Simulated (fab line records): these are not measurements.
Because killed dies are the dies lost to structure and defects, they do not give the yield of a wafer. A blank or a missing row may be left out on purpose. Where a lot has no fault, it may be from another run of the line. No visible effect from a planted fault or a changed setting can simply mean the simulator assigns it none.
A struck lot beside a sound one -- flow n5 finfet -- 16 out of 1938 route steps
Sound: wafers L836.2, L836.3, L836.4. Struck: wafer L832.6 (left out: L832.5, a lot-mate that was not struck); the cause follows at the end.
Each step with rows lists, per side, the tool, then ch with its chambers, then its first start. Under that, the readings that differ: sound wafers -- struck wafers -- difference of the means -- sigmas: that difference in standard deviations of wafers without a fault.
alike: words and numbers the same on both sides, and readings whose means are apart by under 2 such deviations; not compared: readings that were withheld, readings missing a value for some wafer, numbers with overlapping values and no deviation given by the record, and bounds like >300 which may hide the same value.
A row with sigmas, a row that says differs or no value, or rows on one side alone: a step with any of these is where the two part. Numbers that don't overlap but have no deviation are shown without sigmas and don't part them. A reading missing from all wafers of one side parts the sides only when that side holds two or more wafers.

first, 1 step without rows for these wafers: N5_FIN_SAQP_MANDREL_ETCH_58 (etches a-Si in HBr/Cl2, stops on SiNx, target depth 45 nm, bt time 10 s, time 27 s).
N5_FIN_SAQP_RECESS_63: chemistry HF/NH3, target SiO2, target depth 18 nm, afs cycles 3, sublimation time 60 s.
  sound on vapor etch-01 ch 0,1, day 5 20:03; struck on vapor etch-01 ch 0, day 4 19:02
  alike: drypump motor current A, sublimation temp c
then, 1 step without rows for these wafers: N5_FIN_SAQP_COAT_68 (time 60 s, resist thk 100 nm).
N5_FIN_SAQP_ETCH_69: etches SOC in N2/H2, stops on SiNx, target depth 150 nm.
  sound on rie diel-02 ch 1,2,3, day 5 20:40; struck on rie diel-05 ch 0, day 4 19:19
  alike: bias w, drypump motor current A, oes product au, rf fwd power W, rf vpp V, showerhead plenum p Torr, throttle valve pct
  not compared: rf hours counter h
then, 4 steps without rows for these wafers: N5_FIN_SAQP_ETCH_67 (etches SiNx in CH3F/O2, target depth 30 nm); N5_FIN_SAQP_STRIP_70 (strips in N2/H2); N5_FIN_SAQP_RECESS_71 (chemistry HF/NH3, target SiO2, target depth 3 nm, afs cycles 1, sublimation time 60 s); N5_FIN_SAQP_SPACER2_ALD_28 (deposits SiO2, target thk 8.1 nm, pulse time 1 s, purge time 2 s).
N5_FIN_SAQP_SPACER2_ETCHBACK_29: etches SiO2 in CHF3/O2, target depth 12.2 nm, time 6.1 s.
  sound on rie diel-05 ch 1,2,3, day 5 22:42; struck on rie diel-02 ch 0, day 4 20:55
reading,sound,struck,difference,sigmas
rf vpp V (V),535 535 533,497,-37,-2
  alike: bias w, drypump motor current A, oes product au, rf fwd power W, showerhead plenum p Torr, throttle valve pct
  not compared: rf hours counter h
then, 1 step without rows for these wafers: N5_FIN_SAQP_MANDREL2_REMOVE_60 (chemistry HBr/Cl2/O2, target a-Si, stops on SiNx, bt time 10 s).
N5_FIN_SAQP_CD_MEAS_31 targets a cd of 8 nm.
  sound on cd sem-03 ch 0, day 5 22:54; struck on cd sem-01 ch 0, day 4 21:06
  alike: cd nm
N5_FIN_SAQP_HM_OPEN_33: chemistry CH3F/O2, target SiNx, target depth 49.4 nm, time 70.6 s.
  sound on rie diel-05 ch 0,1,3, day 5 22:57; struck on rie diel-01 ch 1, day 4 21:10
reading,sound,struck,difference,sigmas
drypump motor current A (A),5.6 4.7 6.4,6.6,+1.0,+2
  alike: bias w, etch rf on time s, oes product au, rf fwd power W, rf vpp V, showerhead plenum p Torr, throttle valve pct
  not compared: rf hours counter h
N5_FIN_SAQP_ETCH_34: etches SiO2 in C4F6/O2, target depth 45 nm, time 15 s.
  sound on rie diel-05 ch 0,1,3, day 5 23:01; struck on rie diel-01 ch 1, day 4 21:13
reading,sound,struck,difference,sigmas
drypump motor current A (A),5.6 4.7 6.4,6.6,+1.0,+2
etch rf on time s (s),15.7 15.2 15.5,16.9,+1.4,+5
  alike: bias w, oes product au, rf fwd power W, rf vpp V, showerhead plenum p Torr, throttle valve pct
  not compared: rf hours counter h
N5_FIN_SAQP_STRIP_77: strips in N2/H2, time 90 s.
  sound on rie diel-05 ch 0,1,3, day 5 23:02; struck on rie diel-01 ch 1, day 4 21:16
reading,sound,struck,difference,sigmas
drypump motor current A (A),5.7 4.8 6.4,6.6,+1.0,+2
rf vpp V (V),44.9 46.1 44.0,42.6,-2.4,-3
  alike: oes product au, showerhead plenum p Torr, throttle valve pct
  not compared: rf hours counter h
-- record jumps: 7 days separate the struck wafers' starts on either side; left off in module FIN_SAQP, taken up again in module BEOL_M4, whose first shown step is the route's number 1111 --
N5_BEOL_M4_RC_MEAS_101:
  sound on prober-02 ch 0, day 12 11:51; struck on prober-02 ch 0, day 11 12:31
reading,sound,struck,difference,sigmas
IOFF_N (nA/um),0.31 0.19 0.20,0.14,-0.09,-2
IOFF_P (nA/um),0.37 0.24 0.26,0.16,-0.13,-3
ION_P (uA/um),473 465 473,451,-19,-2
VT_N (mV),240 245 245,253,+10,+2
VT_P (mV),-241 -248 -245,-256,-11,-3
  alike: DIBL_N, DIBL_P, ION_N, SS_N, SS_P
-- here the record skips 4 days between the struck wafers' starts before and after, leaving off in module BEOL_M4 and picking up in module PASSIVATION (first step shown: number 1936 of the route) --
N5_PASSIVATION_PROBE_49:
  sound on prober-02, day 16 15:19; struck on prober-01, day 15 12:08
reading,sound,struck,difference,sigmas
killed on rim,22 14 13,7,-9,-2
sort_bin_4_leakage (%),0.34 0 0,0,+0,-4
  alike: defect limited yield, killed_at_M0_to_M3, killed_at_M4_up, killed at contacts, killed at front end, killed at other, killed dies, killed open, killed short, sort_bin_5_function, sort_bin_6_memory, sort_bin_8_speed, sort n pass, sort yield pct

== WHERE THEY PART ==
First at N5_FIN_SAQP_SPACER2_ETCHBACK_29; last, within this record, at N5_PASSIVATION_PROBE_49.

WHY: whatever the simulator had introduced
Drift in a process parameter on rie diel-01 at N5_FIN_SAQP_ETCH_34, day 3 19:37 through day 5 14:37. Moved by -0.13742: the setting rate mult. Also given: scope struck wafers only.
